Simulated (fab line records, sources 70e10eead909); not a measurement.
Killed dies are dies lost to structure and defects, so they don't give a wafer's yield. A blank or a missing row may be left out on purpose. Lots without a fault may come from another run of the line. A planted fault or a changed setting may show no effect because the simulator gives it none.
Problem report in the 8D (eight disciplines) form, filled by code | flow nand_harc | the parts of the form that need people (team, actions taken, sign-off) are left out

1. THE PROBLEM
killed_at_other at NHARC_END_SORT_01 reads a mean of 656.2 on 4 wafers of 2 lots; wafers without a fault read 0.8 with a standard deviation of 1.1. That is +99 or more standard deviations from the usual mean.
First seen on wafer L859.1, day 20 12:46, on prober-01. The record holds 13 wafers of 5 lots with a number at this step. Rule for "out", or "out of limits": more than 4 standard deviations from the usual mean. The other wafers with a number count as sound.

2. WHAT IT IS AND WHAT IT IS NOT
question                    | is                                                                                                                  | is not
which readings at this step | killed_at_other, defect_limited_yield, killed_dies, sort_bin_3_pct, sort_n_pass, sort_rim_yield_pct, sort_yield_pct | killed_at_periphery, killed_open, killed_short, sort_bin_2_pct, sort_bin_4_pct
which lots                  | L859, L862                                                                                                          | L856, L871, L872
which wafers of those lots  | L859.1, L859.3, L862.1, L862.3                                                                                      | L859.4, L862.6
read on which gauges        | prober-01                                                                                                           | -
when                        | from day 20 12:46                                                                                                   | up to then (3 sound wafers); but 6 sound wafers of L859, L862, L871, L872 came after

3. SUSPECTS, AND WHAT RULES EACH OUT
Counting: a tool at a process step up to the reading stays a suspect if it ran every lot that is out. Sound lots after the first of them don't rule it out here, since some wafers of a struck lot are sound.
- the gauge at NHARC_END_SORT_01: ruled out. All the wafers that are out were read on prober-01, but those of them that NHARC_THIN_TSV_ETCH_59 has rows for are out there too, on other tools.
- plasma_asher-02 at NHARC_THIN_TSV_STRIP_62 (strips in N2/H2, time 20 s): kept. It ran every lot that is out, first L859 (day 20 00:32); its last sound lot up to then is L856 (day 19 04:09).
- rtp_anneal-01 at NHARC_THIN_TSV_ANNEAL_52 (time 90 s): kept. It ran every lot that is out, first L859 (day 20 01:53).
- rie_metal-01 at NHARC_THIN_TSV_ETCH_59 (etches the open film in Cl2/BCl3, target depth 880 nm, time 138.1 s): kept. It ran every lot that is out, first L859 (day 20 04:08); its last sound lot up to then is L856 (day 19 07:52). Its own readings are out on those wafers: run_length_s.
- Within plasma_asher-02 at NHARC_THIN_TSV_STRIP_62: the wafers that are out ran in chamber 0; their sound lot-mates ran in chamber 1.
Left after counting: plasma_asher-02 at NHARC_THIN_TSV_STRIP_62, rtp_anneal-01 at NHARC_THIN_TSV_ANNEAL_52, rie_metal-01 at NHARC_THIN_TSV_ETCH_59.

4. THE CAUSE (what the simulator had put in)
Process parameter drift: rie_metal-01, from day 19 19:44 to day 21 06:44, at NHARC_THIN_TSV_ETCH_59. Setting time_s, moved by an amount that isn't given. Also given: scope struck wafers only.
Counting left 3 suspects, and this tool is among them.

5. THE CHAIN OF EFFECTS, in route order
Each row: a reading whose mean over the struck wafers that have a number lies more than 3 standard deviations from the usual. Only readings for which the record gives a usual standard deviation are gone through. hours: the time from each lot's start at the first step in this table that gives one to its start at this step, as a median over the lots. sigmas: the change in usual standard deviations.
hours | step                   | reading              | usual   | on struck wafers | change | sigmas
0     | NHARC_THIN_TSV_ETCH_59 | run_length_s         | 159.8 s | 63.4             | -96.5  | -99 or more
9     | NHARC_END_SORT_01      | defect_limited_yield | 95.3 %  | 0.0              | -95.3  | -56
9     | NHARC_END_SORT_01      | killed_at_other      | 0.8     | 656.2            | +655.5 | +99 or more
9     | NHARC_END_SORT_01      | killed_dies          | 32      | 677              | +645   | +59
9     | NHARC_END_SORT_01      | sort_bin_3_pct       | 0.25 %  | 97.08            | +96.83 | +99 or more
9     | NHARC_END_SORT_01      | sort_n_pass          | 645     | 0                | -645   | -59
9     | NHARC_END_SORT_01      | sort_rim_yield_pct   | 95.3 %  | 0.0              | -95.3  | -38
9     | NHARC_END_SORT_01      | sort_yield_pct       | 95.3 %  | 0.0              | -95.3  | -56
The process steps in it:
- NHARC_THIN_TSV_ETCH_59: etches the open film in Cl2/BCl3, target depth 880 nm, time 138.1 s.
Readings that are blank on the struck wafers while sound wafers have them: rf_fwd_power_W at NHARC_THIN_TSV_ETCH_59.

6. WHAT WOULD HAVE CAUGHT IT SOONER
In this record the first reading out of limits at a measuring or inspecting step was taken at day 20 12:46, 17 hours after the fault began at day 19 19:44.
The tool's own readings at NHARC_THIN_TSV_ETCH_59 were out on every struck wafer that the step has a row for (run_length_s): an alarm limit on them would have fired on the first of those.
All the lots that are out (2) had begun NHARC_THIN_TSV_ETCH_59 on rie_metal-01 by day 20 12:46. A hold on the tool at that time would have spared none of them.
